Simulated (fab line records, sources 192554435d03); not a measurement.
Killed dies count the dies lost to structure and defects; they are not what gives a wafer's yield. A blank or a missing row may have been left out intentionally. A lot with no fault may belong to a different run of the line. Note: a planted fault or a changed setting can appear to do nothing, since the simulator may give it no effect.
Split-lot trial + flow n5_finfet + route with 1938 steps; 7 lots, 21 wafers read

== ABOUT THE SPLIT ==
At N5_BEOL_M2_TRENCH_ETCH_37 (etches SiOC in C4F6/O2, target depth 55.555 nm, time 29.2 s), the setting bias_w was moved away from the recipe's 185 W on 5 of the 21 wafers read, by -15.7% to +10.8%. The other wafers ran this setting at the recipe's value.

Reading taken at the split's own step.

== THE READING ==
rf_vpp_V, in V, at N5_BEOL_M2_TRENCH_ETCH_37 (etches SiOC in C4F6/O2, target depth 55.555 nm, time 29.2 s). Fault-free wafers of this fab line usually give 666 V, standard deviation 6 V.

| wafer  | tool, chamber at the split | bias_w as run, W | against the recipe | rf_vpp_V, V | against lot-mates on the recipe |
|--------|----------------------------|------------------|--------------------|-------------|---------------------------------|
| L074.3 | rie_diel-06, 3             | 185              | recipe             | 674         | -                               |
| L074.5 | rie_diel-06, 3             | 205              | +10.8%             | 733         | +68                             |
| L074.6 | rie_diel-06, 0             | 185              | recipe             | 657         | -                               |
| L076.2 | rie_diel-06, 0             | 185              | recipe             | 659         | -                               |
| L076.4 | rie_diel-06, 1             | 185              | recipe             | 657         | -                               |
| L076.5 | rie_diel-06, 1             | 185              | recipe             | 659         | -                               |
| L088.1 | rie_diel-03, 3             | 185              | recipe             | 672         | -                               |
| L088.3 | rie_diel-03, 0             | 185              | recipe             | 655         | -                               |
| L088.6 | rie_diel-03, 3             | 185              | recipe             | 671         | -                               |
| L087.1 | rie_diel-06, 3             | 185              | recipe             | 673         | -                               |
| L087.5 | rie_diel-06, 1             | 185              | recipe             | 657         | -                               |
| L087.6 | rie_diel-06, 0             | 185              | recipe             | 658         | -                               |
| L090.3 | rie_diel-04, 1             | 185              | recipe             | 666         | -                               |
| L090.4 | rie_diel-04, 3             | 185              | recipe             | 664         | -                               |
| L090.6 | rie_diel-04, 3             | 185              | recipe             | 664         | -                               |
| L091.2 | rie_diel-03, 0             | 195.3            | +5.6%              | 685         | +13                             |
| L091.3 | rie_diel-03, 1             | 185              | recipe             | 672         | -                               |
| L091.5 | rie_diel-03, 2             | 195.3            | +5.6%              | 709         | +37                             |
| L092.3 | rie_diel-06, 1             | 156              | -15.7%             | 574         | -88                             |
| L092.5 | rie_diel-06, 2             | 185              | recipe             | 662         | -                               |
| L092.6 | rie_diel-06, 1             | 156              | -15.7%             | 573         | -89                             |

FIT RESULTS
A straight line over all 21 wafers: rf_vpp_V changes by +5.9 V for each +1% of bias_w; r = +0.98; the points scatter about the line by 7.3 V.
The same after taking each lot's own level away (the mean of its wafers on the recipe; 21 wafers): +5.64 V for each +1%; r = +0.98; scatter 6.9 V.
That fit puts the effect of the largest move of bias_w on the reading at 88 V.
Across the lots, their own levels run from 658.3 to 672.0 V, a range of 2.3 times the standard deviation given above.
So the lot-to-lot level changes the slope little: the two slopes agree.
Check: with one of the wafers moved furthest among these (-15.7%) left out of the fit, the line predicts -89.2 V for it against its lot-mates. Against them it came out at -88 V.
Tool readings at the split's step, against how far the setting was moved: rf_vpp_V r = +0.98.

== THESE WAFERS: OTHER SPLITS ==
Before the reading, these wafers also passed through other splits. Each is held against what the fit with the lots' levels taken away leaves over:
| other split on the same wafers            | wafers away from the commonest value | r with rf_vpp_V (lot level and that fit taken away) |
|-------------------------------------------|--------------------------------------|-----------------------------------------------------|
| N5_BEOL_M0_TRENCH_ETCH_107 target_depth_a | 9                                    | +0.19                                               |

== FILE'S OWN FIT ==
rf_vpp_V changes by +5.7 V for each +1% of bias_w, r = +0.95.
